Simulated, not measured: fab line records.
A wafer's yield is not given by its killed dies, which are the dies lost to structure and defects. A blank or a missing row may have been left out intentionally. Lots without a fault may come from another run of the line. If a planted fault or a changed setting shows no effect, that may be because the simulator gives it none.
Which of the tools did it? ; flow nand-harc ; 7 lots, 21 wafers sampled, at 4 steps of a route of 1302

## WHAT THE GAUGES READ, wafer by wafer
NHARC_A_M1_OVL_MEAS_10: pitch 240 nm.
lot;measured;on;overlay-x-nm (nm)
L844;day 24 08:37;overlay-01;-0.5 -0.5 -0.4
L847;day 25 23:41;overlay-02;-0.1 -0.8 -1.0
L846;day 26 05:59;overlay-02;-0.8 -1.2 -1.2
L856;day 28 23:14;overlay-02;- - -
L859;day 30 12:11;overlay-02;0.4 -0.1 -0.1
L862;day 31 23:31;overlay-02;0.1 -0.1 0.2
L863;day 32 07:09;overlay-02;0.9 0.4 1.0

## WHAT TOOL EACH LOT RAN ON (gives the tool, then ch and the chambers of the sampled wafers, and finally the start)
lot;NHARC_A_M0_PRE_CLEAN_29;NHARC_A_M0_DEP_32;NHARC_A_M1_EXPOSE_06
L844;pvd-sputter-02, day 24 07:17 or earlier;pecvd-04 ch 0,1,2, day 24 07:17;arfi-scanner-03 ch 0, day 24 08:23
L847;pvd-sputter-02, day 25 22:20 or earlier;pecvd-01 ch 1,2, day 25 22:20;arfi-scanner-03 ch 0, day 25 23:27
L846;pvd-sputter-02, day 26 04:47 or earlier;pecvd-04 ch 0,2, day 26 04:47;arfi-scanner-03 ch 0, day 26 05:46
L856;pvd-sputter-02, day 28 22:01 or earlier;pecvd-01 ch 0,1,2, day 28 22:01;arfi-scanner-03, day 28 23:01
L859;pvd-sputter-01, day 30 10:55 or earlier;pecvd-04 ch 0,1, day 30 10:55;arfi-scanner-02 ch 0, day 30 11:58
L862;pvd-sputter-02, day 31 22:18 or earlier;pecvd-02 ch 0,1,2, day 31 22:18;arfi-scanner-02 ch 0, day 31 23:17
L863;pvd-sputter-03, day 32 05:34 or earlier;pecvd-02 ch 0,1, day 32 05:34;arfi-scanner-01 ch 0, day 32 06:56
- NHARC_A_M0_PRE_CLEAN_29: time 30 s.
- NHARC_A_M0_DEP_32: deposits SiCN, target thk 30 nm.
- NHARC_A_M1_EXPOSE_06: exposes mask A M1, target cd 120 nm.

## THE ANSWER, worked out from the rows above alone
Rule: the lots themselves supply what counts as usual. The widest of any qualifying gaps counts: lots, ordered by their means at a reading, are off when they make up no more than a third of the lots, leave a main group of 4 or more, and stand apart from it by 3 or more times the standard deviation of that group's means. If all means in a main group match to the digits the tables above print for the reading, that group is not used. A lot without any number at a reading at which 4 lots or more have one is off too. All remaining lots with rows at the step are treated as sound.
Off at NHARC_A_M1_OVL_MEAS_10 (overlay-x-nm): L856. Without a number there: L856. For the main group the mean is -0.2 nm and the standard deviation 0.59.
If a tool, at a process step before that reading, ran all the lots that are off and no sound lot after the first of them, it fits. Gauges at NHARC_A_M1_OVL_MEAS_10: tried the same way as those tools. Because NHARC_A_M0_PRE_CLEAN_29 lacks a start for some lots, the hours and order of its lots are taken from NHARC_A_M0_DEP_32. Can't be told from this: 2 tools fit, pecvd-01 at NHARC_A_M0_DEP_32, arfi-scanner-03 at NHARC_A_M1_EXPOSE_06.

## WHAT THE SIMULATOR HAD INSERTED
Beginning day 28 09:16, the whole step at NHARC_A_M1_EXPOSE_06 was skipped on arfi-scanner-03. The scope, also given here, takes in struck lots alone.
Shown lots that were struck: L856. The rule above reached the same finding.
